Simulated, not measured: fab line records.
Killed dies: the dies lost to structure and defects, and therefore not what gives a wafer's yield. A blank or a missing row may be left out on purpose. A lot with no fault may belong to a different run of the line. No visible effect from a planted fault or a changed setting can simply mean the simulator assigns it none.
Matching of chambers | flow n5-finfet | N5_HKMG_FIN_ALD_91 on ald-metal-04 has 4 sister chambers
The step deposits TiN, target thk 1 nm, pulse time 1 s, purge time 3 s. 27 wafers are shown with their chamber, then 12 later ones without.

== WAFERS, EACH WITH ITS CHAMBER ==
wafer  | chamber | heater-power-w (W) | precursor-pulse-height-rel
L075.1 | 3       | 770                | 0.992
L075.3 | 1       | 951                | 0.991
L075.6 | 1       | 976                | 1.029
L076.2 | 1       | 947                | 0.994
L076.3 | 3       | 766                | 0.992
L076.5 | 3       | 787                | 1.005
L077.2 | 3       | 770                | 1.023
L077.4 | 2       | 889                | 0.984
L077.6 | 1       | 980                | 1.041
L078.1 | 0       | 893                | 0.992
L078.4 | 2       | 895                | 0.985
L078.6 | 1       | 962                | 1.005
L080.1 | 2       | 895                | 1.003
L080.3 | 3       | 778                | 0.991
L080.4 | 0       | 882                | 1.016
L082.1 | 0       | 874                | 0.995
L082.4 | 2       | 904                | 1.000
L082.6 | 3       | 766                | 0.998
L084.2 | 2       | 885                | 1.003
L084.4 | 0       | 874                | 0.992
L084.5 | 3       | 810                | 1.024
L086.2 | 2       | 876                | 1.018
L086.4 | 0       | 899                | 0.988
L086.5 | 3       | 781                | 0.992
L092.2 | 0       | 886                | 0.981
L092.3 | 1       | 1002               | 0.980
L092.5 | 3       | 803                | 1.026

SIGNATURES, as means of the wafers listed above
reading                    | chamber 0 | chamber 1 | chamber 2 | chamber 3 | scatter within a chamber
heater-power-w             | 884.67    | 969.67    | 890.67    | 781.22    | 15
precursor-pulse-height-rel | 0.99400   | 1.00667   | 0.99883   | 1.00478   | 0.0164
Rule: a wafer's distance from a chamber is the root of the sum, over the readings, of the square of ((its reading less the chamber's mean) divided by the reading's scatter). If the next closest chamber is less than 2 further off than the closest, the wafer can't be placed; otherwise it belongs to the closest. The scatter: the root of (the sum of the squares of (reading less its chamber's mean) over the shown wafers, divided by (wafers less chambers)).

== WAFERS WITH NO CHAMBER GIVEN ==
wafer  | heater-power-w (W) | precursor-pulse-height-rel
L093.2 | 905                | 1.024
L093.4 | 962                | 1.006
L093.6 | 908                | 1.029
L096.1 | 778                | 1.008
L096.3 | 883                | 1.031
L096.4 | 893                | 0.997
L097.1 | 774                | 0.996
L097.2 | 880                | 1.001
L097.3 | 909                | 1.037
L097.4 | 962                | 1.011
L097.5 | 889                | 1.000
L097.6 | 961                | 1.019

== CHAMBER TAKEN BY EACH ==
wafer  | from the rows above          | in truth
L093.2 | can't be placed: 2 or 0      | 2
L093.4 | 1                            | 1
L093.6 | can't be placed: 2 or 0      | 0
L096.1 | 3                            | 3
L096.3 | can't be placed: 2 or 0      | 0
L096.4 | can't be placed: 2 or 0      | 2
L097.1 | 3                            | 3
L097.2 | can't be placed: 0 or 2      | 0
L097.3 | can't be placed: 2 or 0 or 1 | 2
L097.4 | 1                            | 1
L097.5 | can't be placed: 2 or 0      | 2
L097.6 | 1                            | 1
Placed correctly: 5 of 12. Cannot be placed on the basis of these rows: 7; the candidates contain the true chamber in 7. Placed wrongly: 0.
